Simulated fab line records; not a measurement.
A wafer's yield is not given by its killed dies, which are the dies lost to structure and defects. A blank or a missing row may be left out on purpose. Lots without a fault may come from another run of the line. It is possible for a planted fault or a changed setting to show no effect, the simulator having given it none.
Which of the tools did it? / flow nandHarc / Sampling: 13 lots, 39 wafers, 5 of 1159 route steps

== WHAT THE GAUGES READ, wafer by wafer ==
NHARC_P_ZERO_WELL_CD_MEAS_24: the cd target is 720 nm. Usual: cdNm 720.2 nm, standard deviation 1.5.
lot=L339; measured=day 1 14:38; on=cdSem-01; cdNm (nm)=719.4 718.6 718.8; flag=
lot=L340; measured=day 1 20:27; on=cdSem-02; cdNm (nm)=718.6 718.3 718.4; flag=
lot=L341; measured=day 2 02:32; on=cdSem-03; cdNm (nm)=719.3 720.8 720.4; flag=
lot=L342; measured=day 2 08:28; on=cdSem-03; cdNm (nm)=719.6 720.9 720.1; flag=
lot=L343; measured=day 2 14:28; on=cdSem-02; cdNm (nm)=717.0 717.9 716.5; flag=
lot=L344; measured=day 2 20:28; on=cdSem-02; cdNm (nm)=717.6 718.0 718.7; flag=
lot=L345; measured=day 3 02:20; on=cdSem-01; cdNm (nm)=722.7 722.8 720.6; flag=
lot=L346; measured=day 3 08:28; on=cdSem-01; cdNm (nm)=722.5 724.2 721.5; flag=
lot=L348; measured=day 3 20:22; on=cdSem-01; cdNm (nm)=721.7 720.0 720.4; flag=
lot=L349; measured=day 4 02:30; on=cdSem-03; cdNm (nm)=720.6 722.1 719.6; flag=
lot=L351; measured=day 4 15:08; on=cdSem-03; cdNm (nm)=722.3 721.1 719.0; flag=
lot=L354; measured=day 5 08:28; on=cdSem-03; cdNm (nm)=720.9 720.6 721.2; flag=
lot=L355; measured=day 5 14:55; on=cdSem-01; cdNm (nm)=718.8 721.4 719.1; flag=

NHARC_END_SORT_01. Usual: killedAtArray 27, standard deviation 12; killedAtOther 0.8, standard deviation 1; killedAtPeriphery 4.0, standard deviation 2.5; killedDies 32, standard deviation 11; killedOpen 3.3, standard deviation 1.8; killedShort 2.0, standard deviation 1.5.
lot=L349; measured=day 21 19:40; on=prober-01; killedAtArray=24 28 29; killedAtOther=0 0 0; killedAtPeriphery=8 8 6; killedDies=32 36 35; killedOpen=5 2 5; killedShort=2 1 3; flag=
lot=L354; measured=day 23 06:41; on=prober-01; killedAtArray=19 21 17; killedAtOther=3 1 1; killedAtPeriphery=2 3 2; killedDies=24 25 20; killedOpen=5 3 2; killedShort=1 4 1; flag=

== EACH LOT AND THE TOOL THAT RAN IT (in order: tool; ch and the chambers of the sampled wafers; start) ==
lot=L339; NHARC_P_ZERO_WELL_DESCUM_26=rieDiel-12 ch 0,1, day 1 14:47; NHARC_P_STI_HDPCVD_20=hdpcvd-01 ch 0,1, day 2 19:58; NHARC_P_STI_CMP_21=cmp-04 ch 0,1,3, day 3 04:37
lot=L340; NHARC_P_ZERO_WELL_DESCUM_26=rieDiel-12 ch 0,1,3, day 1 20:37; NHARC_P_STI_HDPCVD_20=hdpcvd-01 ch 0,1, day 3 03:26; NHARC_P_STI_CMP_21=cmp-04 ch 0,1,3, day 3 12:48
lot=L341; NHARC_P_ZERO_WELL_DESCUM_26=rieDiel-06 ch 2,3, day 2 02:43; NHARC_P_STI_HDPCVD_20=hdpcvd-01 ch 0,1, day 3 12:18; NHARC_P_STI_CMP_21=cmp-04 ch 0,2,3, day 3 21:58
lot=L342; NHARC_P_ZERO_WELL_DESCUM_26=rieDiel-06 ch 0,2,3, day 2 08:40; NHARC_P_STI_HDPCVD_20=hdpcvd-01 ch 0,1, day 3 17:14; NHARC_P_STI_CMP_21=cmp-04 ch 0,1, day 4 02:27
lot=L343; NHARC_P_ZERO_WELL_DESCUM_26=rieDiel-06 ch 0,1, day 2 14:38; NHARC_P_STI_HDPCVD_20=hdpcvd-01 ch 0,1, day 4 01:58; NHARC_P_STI_CMP_21=cmp-02 ch 0,1,2, day 4 11:36
lot=L344; NHARC_P_ZERO_WELL_DESCUM_26=rieDiel-06 ch 0,1,2, day 2 20:38; NHARC_P_STI_HDPCVD_20=hdpcvd-01 ch 0,1, day 4 02:27; NHARC_P_STI_CMP_21=cmp-03 ch 0,2,3, day 4 11:38
lot=L345; NHARC_P_ZERO_WELL_DESCUM_26=rieDiel-12 ch 0,1,3, day 3 02:30; NHARC_P_STI_HDPCVD_20=hdpcvd-01 ch 0,1, day 4 20:24; NHARC_P_STI_CMP_21=cmp-02 ch 0,1,2, day 5 05:25
lot=L346; NHARC_P_ZERO_WELL_DESCUM_26=rieDiel-06 ch 1,3, day 3 08:39; NHARC_P_STI_HDPCVD_20=hdpcvd-01 ch 0,1, day 4 20:49; NHARC_P_STI_CMP_21=cmp-04 ch 1,2, day 5 05:26
lot=L348; NHARC_P_ZERO_WELL_DESCUM_26=rieDiel-12 ch 0,2,3, day 3 20:35; NHARC_P_STI_HDPCVD_20=hdpcvd-01 ch 0,1, day 5 00:55; NHARC_P_STI_CMP_21=cmp-02 ch 0,1, day 5 09:35
lot=L349; NHARC_P_ZERO_WELL_DESCUM_26=rieDiel-03 ch 0,1, day 4 02:39; NHARC_P_STI_HDPCVD_20=hdpcvd-01 ch 0,1, day 5 13:59; NHARC_P_STI_CMP_21=cmp-03 ch 0,2,3, day 6 01:59
lot=L351; NHARC_P_ZERO_WELL_DESCUM_26=rieDiel-12 ch 0,1,3, day 4 15:18; NHARC_P_STI_HDPCVD_20=hdpcvd-01 ch 0,1, day 6 04:00; NHARC_P_STI_CMP_21=cmp-04 ch 0,2,3, day 6 14:44
lot=L354; NHARC_P_ZERO_WELL_DESCUM_26=rieDiel-03 ch 0,3, day 5 08:37; NHARC_P_STI_HDPCVD_20=hdpcvd-01 ch 0,1, day 6 15:01; NHARC_P_STI_CMP_21=cmp-03 ch 0,1,2, day 6 23:49
lot=L355; NHARC_P_ZERO_WELL_DESCUM_26=rieDiel-06 ch 0,2,3, day 5 15:07; NHARC_P_STI_HDPCVD_20=hdpcvd-01 ch 0,1, day 6 23:58; NHARC_P_STI_CMP_21=cmp-02 ch 0,1,3, day 7 08:37
- NHARC_P_ZERO_WELL_DESCUM_26: chemistry O2, time 3 s.
- NHARC_P_STI_HDPCVD_20: deposits SiO2.
- NHARC_P_STI_CMP_21: polishes, t overpolish 20 s, target thk 380.67 nm.

== WHAT THE TOOLS THEMSELVES READ (means of the sampled wafers that have a number; where no wafer has one, the mark that the record gives instead) ==
NHARC_P_ZERO_WELL_DESCUM_26. Usual: drypumpMotorCurrentA 5.7 A, standard deviation 0.37; oesProductAu 0.999 a.u., standard deviation 0.012; rfVppV 57.7 V, standard deviation 0.96; showerheadPlenumPTorr 1.90 Torr, standard deviation 0.083; throttleValvePct 11.311 %, standard deviation 0.0087.
lot=L339; tool=rieDiel-12; drypumpMotorCurrentA (A)=5.7; oesProductAu (a.u.)=1.005; rfVppV (V)=56.8; showerheadPlenumPTorr (Torr)=1.82; throttleValvePct (%)=11.309; flag=
lot=L340; tool=rieDiel-12; drypumpMotorCurrentA (A)=5.8; oesProductAu (a.u.)=1.000; rfVppV (V)=56.8; showerheadPlenumPTorr (Torr)=1.83; throttleValvePct (%)=11.310; flag=
lot=L341; tool=rieDiel-06; drypumpMotorCurrentA (A)=5.4; oesProductAu (a.u.)=0.990; rfVppV (V)=57.5; showerheadPlenumPTorr (Torr)=1.96; throttleValvePct (%)=11.316; flag=
lot=L342; tool=rieDiel-06; drypumpMotorCurrentA (A)=5.5; oesProductAu (a.u.)=0.991; rfVppV (V)=58.1; showerheadPlenumPTorr (Torr)=1.97; throttleValvePct (%)=11.316; flag=
lot=L343; tool=rieDiel-06; drypumpMotorCurrentA (A)=6.0; oesProductAu (a.u.)=0.993; rfVppV (V)=57.5; showerheadPlenumPTorr (Torr)=2.02; throttleValvePct (%)=11.311; flag=
lot=L344; tool=rieDiel-06; drypumpMotorCurrentA (A)=5.8; oesProductAu (a.u.)=1.000; rfVppV (V)=58.4; showerheadPlenumPTorr (Torr)=1.95; throttleValvePct (%)=11.311; flag=
lot=L345; tool=rieDiel-12; drypumpMotorCurrentA (A)=5.7; oesProductAu (a.u.)=0.985; rfVppV (V)=57.4; showerheadPlenumPTorr (Torr)=1.83; throttleValvePct (%)=11.308; flag=
lot=L346; tool=rieDiel-06; drypumpMotorCurrentA (A)=6.0; oesProductAu (a.u.)=0.997; rfVppV (V)=57.7; showerheadPlenumPTorr (Torr)=1.98; throttleValvePct (%)=11.306; flag=
lot=L348; tool=rieDiel-12; drypumpMotorCurrentA (A)=5.7; oesProductAu (a.u.)=1.013; rfVppV (V)=57.4; showerheadPlenumPTorr (Torr)=1.87; throttleValvePct (%)=11.314; flag=
lot=L349; tool=rieDiel-03; drypumpMotorCurrentA (A)=5.8; oesProductAu (a.u.)=0.989; rfVppV (V)=58.6; showerheadPlenumPTorr (Torr)=1.91; throttleValvePct (%)=11.310; flag=
lot=L351; tool=rieDiel-12; drypumpMotorCurrentA (A)=5.8; oesProductAu (a.u.)=0.989; rfVppV (V)=57.1; showerheadPlenumPTorr (Torr)=1.83; throttleValvePct (%)=11.306; flag=
lot=L354; tool=rieDiel-03; drypumpMotorCurrentA (A)=5.3; oesProductAu (a.u.)=0.998; rfVppV (V)=58.1; showerheadPlenumPTorr (Torr)=1.84; throttleValvePct (%)=11.310; flag=
lot=L355; tool=rieDiel-06; drypumpMotorCurrentA (A)=5.5; oesProductAu (a.u.)=1.011; rfVppV (V)=58.5; showerheadPlenumPTorr (Torr)=1.96; throttleValvePct (%)=11.306; flag=

NHARC_P_STI_CMP_21. Usual: motorCurrentA 12.0 A, standard deviation 0.93; overpolishRunS 20.000 s, standard deviation 0.0091; retainingRingPressureFrac 1.000, standard deviation 0.0047.
lot=L339; tool=cmp-04; motorCurrentA (A)=12.8; overpolishRunS (s)=19.995; retainingRingPressureFrac=1.001; flag=
lot=L340; tool=cmp-04; motorCurrentA (A)=12.8; overpolishRunS (s)=19.998; retainingRingPressureFrac=1.001; flag=
lot=L341; tool=cmp-04; motorCurrentA (A)=11.9; overpolishRunS (s)=20.000; retainingRingPressureFrac=0.997; flag=
lot=L342; tool=cmp-04; motorCurrentA (A)=12.3; overpolishRunS (s)=19.995; retainingRingPressureFrac=0.998; flag=
lot=L343; tool=cmp-02; motorCurrentA (A)=12.1; overpolishRunS (s)=20.000; retainingRingPressureFrac=1.003; flag=
lot=L344; tool=cmp-03; motorCurrentA (A)=11.4; overpolishRunS (s)=20.001; retainingRingPressureFrac=0.998; flag=
lot=L345; tool=cmp-02; motorCurrentA (A)=12.0; overpolishRunS (s)=20.006; retainingRingPressureFrac=0.999; flag=
lot=L346; tool=cmp-04; motorCurrentA (A)=12.5; overpolishRunS (s)=20.006; retainingRingPressureFrac=1.000; flag=
lot=L348; tool=cmp-02; motorCurrentA (A)=11.5; overpolishRunS (s)=20.006; retainingRingPressureFrac=1.001; flag=
lot=L349; tool=cmp-03; motorCurrentA (A)=12.0; overpolishRunS (s)=20.003; retainingRingPressureFrac=1.003; flag=
lot=L351; tool=cmp-04; motorCurrentA (A)=12.1; overpolishRunS (s)=20.006; retainingRingPressureFrac=1.000; flag=
lot=L354; tool=cmp-03; motorCurrentA (A)=12.4; overpolishRunS (s)=20.006; retainingRingPressureFrac=1.002; flag=
lot=L355; tool=cmp-02; motorCurrentA (A)=11.0; overpolishRunS (s)=20.003; retainingRingPressureFrac=0.997; flag=

== THE ANSWER, worked out from the rows above alone ==
Rule: a lot is off if the mean of its wafers that have a number lies more than 3 standard deviations from the usual mean. Also off: a lot with no number at a reading for which 4 or more lots have one. The other lots that the step has rows for count as sound. First the gauges in route order, then the tools' own readings, where a lot's mean is used as printed above. At the first step where some lot is off, the reading lying furthest off is the one used; lots without a number count as furthest.
None of the lots is off at any reading shown; this tells nothing.

== WHAT THE SIMULATOR HAD PUT IN ==
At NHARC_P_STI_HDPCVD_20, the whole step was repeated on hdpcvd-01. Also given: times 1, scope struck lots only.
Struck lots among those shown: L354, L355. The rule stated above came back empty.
